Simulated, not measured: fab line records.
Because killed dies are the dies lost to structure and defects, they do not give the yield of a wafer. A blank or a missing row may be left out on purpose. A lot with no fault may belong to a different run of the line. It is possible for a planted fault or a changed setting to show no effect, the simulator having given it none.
One fault seen from 2 desks || flow n5Finfet || every desk sees just its own numbers, and what lay behind them comes last

## THE METROLOGY DESK
What the gauges read for every lot (on any tool): the sampled wafers with a number, averaged. Any lot whose mean is over 4 standard deviations away from the usual mean is out of limits and marked OUT; that distance is given in the brackets.
Columns: A = trenchDepthNm at N5_STI_FIN_REVEAL_FIN_H_MEAS_10, usual 52.0 nm
{"lot": "L625", "first seen here": "day 3 01:26", "A": 52.3}
{"lot": "L627", "first seen here": "day 3 12:43", "A": 51.5}
{"lot": "L629", "first seen here": "day 4 01:11", "A": "46.8 (-8.9) OUT"}
{"lot": "L630", "first seen here": "day 4 07:32", "A": "49.4 (-4.5) OUT"}
{"lot": "L640", "first seen here": "day 6 18:10", "A": 52.2}
{"lot": "L642", "first seen here": "day 7 08:19", "A": 51.6}
{"lot": "L643", "first seen here": "day 7 11:52", "A": 51.8}
{"lot": "L644", "first seen here": "day 7 18:11", "A": 52.2}
{"lot": "L645", "first seen here": "day 8 00:16", "A": 50.8}
{"lot": "L646", "first seen here": "day 8 07:20", "A": 52.0}
Finding of this desk: L629, L630 out of limits; the first was L629 at day 4 01:11, on trenchDepthNm at N5_STI_FIN_REVEAL_FIN_H_MEAS_10. L625, L627, L640, L642, L643, L644, L645, L646 stayed within limits.

## AT THE TOOL OWNER'S DESK: vaporEtch-01
The tool's own readings at N5_STI_FIN_REVEAL_RECESS_09 (chemistry HF/NH3, target SiO2, afs cycles 11, target depth 42.5 nm, sublimation time 60 s): means of the sampled wafers that have a number, for each lot that ran on this tool. Any lot whose mean is over 4 standard deviations away from the usual mean is out of limits and marked OUT; that distance is given in the brackets.
Columns: A = drypumpMotorCurrentA at N5_STI_FIN_REVEAL_RECESS_09, usual 5.42 A
{"lot": "L625", "first seen here": "day 2 22:44", "A": 5.52}
{"lot": "L627", "first seen here": "day 3 10:01", "A": 5.35}
{"lot": "L629", "first seen here": "day 3 22:26", "A": 5.32}
{"lot": "L630", "first seen here": "day 4 04:47", "A": 5.53}
{"lot": "L643", "first seen here": "day 7 09:10", "A": 5.52}
{"lot": "L644", "first seen here": "day 7 15:26", "A": 5.53}
{"lot": "L645", "first seen here": "day 7 21:34", "A": 5.33}
{"lot": "L646", "first seen here": "day 8 04:38", "A": 5.34}
This desk's finding: nothing out of limits on any of the 8 lots.

## ALL TOGETHER
Metrology desk: alarm possible at day 4 01:11 on L629, L630.
The desk of the tool owner found nothing out of limits.
The tool owner's desk has L629, L630 on record, within its limits.
Every lot named ran N5_STI_FIN_REVEAL_RECESS_09 on vaporEtch-01.

## WHAT HAD BEEN PUT IN BY THE SIMULATOR
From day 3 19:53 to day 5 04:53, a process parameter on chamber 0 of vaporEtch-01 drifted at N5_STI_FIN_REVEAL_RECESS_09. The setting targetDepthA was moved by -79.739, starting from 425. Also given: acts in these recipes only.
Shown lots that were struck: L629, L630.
Hours from the fault's start to each desk's first reading out of limits: the metrology desk, 5.
